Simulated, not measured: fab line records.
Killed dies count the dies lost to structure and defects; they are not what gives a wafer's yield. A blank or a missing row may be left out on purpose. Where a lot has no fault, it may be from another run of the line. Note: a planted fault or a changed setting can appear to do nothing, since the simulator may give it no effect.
Struck lot and sound lot, side by side	flow n5Finfet	18 steps out of a route of 1938
Sound: the wafers L214.2, L214.3, L214.5. Struck: wafers L221.4, L221.5 (left out: L221.6, a lot-mate that was not struck); the cause follows at the end.
At each step with rows: each side's tool, then ch and its chambers, then its first start. Under that, the readings that differ: sound wafers	struck wafers	difference of the means	sigmas: that difference in standard deviations of wafers without a fault.
alike: same words and numbers on both sides, and readings whose means sit less than 2 such deviations apart. not compared: any withheld reading, any reading some wafer has no value for, any bound like >300 that may hide the same value, and any number with overlapping values for which the record gives no deviation.
Wherever a step has rows on one side only, a row that says differs or no value, or a row with sigmas, the two part there. When numbers do not overlap yet have no deviation, they are printed without sigmas and do not part them. A reading missing from all wafers of one side parts the sides only when that side holds two or more wafers.

first, 6 steps without rows for these wafers: N5_BEOL_M6_COAT_22 (resist thk 30 nm); N5_BEOL_M6_EBR_24; N5_BEOL_M6_SOFTBAKE_23 (time 60 s); N5_BEOL_M6_EXPOSE_25 (exposes mask V5, target cd 40 nm); N5_BEOL_M6_PEB_26 (peb time 60 s); N5_BEOL_M6_DEVELOP_27 (develop time 30 s).
N5_BEOL_M6_CD_MEAS_28: target cd 40 nm.
  sound on cdSem-01 ch 0, day 8 19:17; struck on cdSem-01 ch 0, day 11 03:05
  alike: cdNm
N5_BEOL_M6_OVL_MEAS_29:
  sound on overlay-01 ch 0, day 8 19:19; struck on overlay-02 ch 0, day 11 03:08
  alike: V5_OVL
N5_BEOL_M6_INSPECT_30: inspects for defects (brightfield).
  sound on defectInspect-02 at day 8 19:22; struck on defectInspect-01 at day 11 03:11
  alike: rawDefectCount
N5_BEOL_M6_DESCUM_33: chemistry O2, time 7 s.
  sound on rieDiel-02 ch 0,1,2, day 8 20:16; struck on rieDiel-04 ch 2, day 11 03:13
reading	sound	struck	difference	sigmas
o2FlowSccm (sccm)	224.9 223.9 225.3	227.0 226.2	+1.9	+3
  alike: biasPowerW, drypumpMotorCurrentA, oesProductAu, rfFwdPowerW, rfVppV, showerheadPlenumPTorr, throttleValvePct
  not compared: rfHoursCounterH
N5_BEOL_M6_ETCH_72: etches underlayer in N2/H2, target depth 6.5 nm, time 5.2 s.
  sound on rieDiel-02 ch 0,1,2, day 8 20:18; struck on rieDiel-04 ch 2, day 11 03:14
reading	sound	struck	difference	sigmas
etchRfOnTimeS (s)	5.30 5.18 5.21	4.91 4.86	-0.34	-3
  alike: drypumpMotorCurrentA, oesProductAu, rfFwdPowerW, rfVppV, showerheadPlenumPTorr, throttleValvePct
  not compared: rfHoursCounterH
N5_BEOL_M6_ETCH_65: etches SiARC in CF4, target depth 15.6 nm, time 26 s.
  sound on rieDiel-02 ch 0,1,2, day 8 20:19; struck on rieDiel-04 ch 2, day 11 03:16
  alike: drypumpMotorCurrentA, etchRfOnTimeS, oesProductAu, rfFwdPowerW, rfVppV, showerheadPlenumPTorr, throttleValvePct
  not compared: rfHoursCounterH
N5_BEOL_M6_ETCH_66: etches SOC in N2/H2, target depth 80 nm, overetch 16 nm, time 120 s.
  sound on rieDiel-02 ch 0,1,2, day 8 20:20; struck on rieDiel-04 ch 2, day 11 03:17
reading	sound	struck	difference	sigmas
rfFwdPowerW (W)	836.4 833.4 835.3	633.2 634.1	-201.4	-72
rfVppV (V)	524.6 523.3 523.1	574.0 574.7	+50.7	+23
model.SiARC_of_BEOL_M6_COAT_64.thkNm (nm)	6.4 6.6 6.4	7.2 7.2	+0.7	
  alike: drypumpMotorCurrentA, oesProductAu, showerheadPlenumPTorr, throttleValvePct
  not compared: rfHoursCounterH, model.BEOL_M6.cdNm
then, 2 steps without rows for these wafers: N5_BEOL_M6_STRIP_69 (strips in N2/H2); N5_BEOL_M6_STRIP_73 (strips in N2/H2).
N5_BEOL_M6_VIA_ETCH_34: etches SiCOH lowk in C4F6/O2, target depth 126.3 nm, time 50.9 s.
  sound on rieDiel-02 ch 0,1,2, day 8 20:26; struck on rieDiel-04 ch 2, day 11 03:23
reading	sound	struck	difference	sigmas
model.BEOL_M6.cdNm (nm)	40 40.2 40.6	39.8 39.8	-0.5	
  alike: drypumpMotorCurrentA, oes_o_777_au, oesProductAu, rfFwdPowerW, rfVppV, showerheadPlenumPTorr, throttleValvePct
  not compared: rfHoursCounterH
then, 2 steps without rows for these wafers: N5_BEOL_M6_STRIP_76 (strips in C4F6/O2); N5_PASSIVATION_PROBE_49.

WHERE THEY PART
Last at N5_BEOL_M6_ETCH_66 as far as this record goes, first at N5_BEOL_M6_DESCUM_33. Later steps at which nothing parts them and some readings are alike: N5_BEOL_M6_VIA_ETCH_34.

WHY: whatever the simulator had introduced
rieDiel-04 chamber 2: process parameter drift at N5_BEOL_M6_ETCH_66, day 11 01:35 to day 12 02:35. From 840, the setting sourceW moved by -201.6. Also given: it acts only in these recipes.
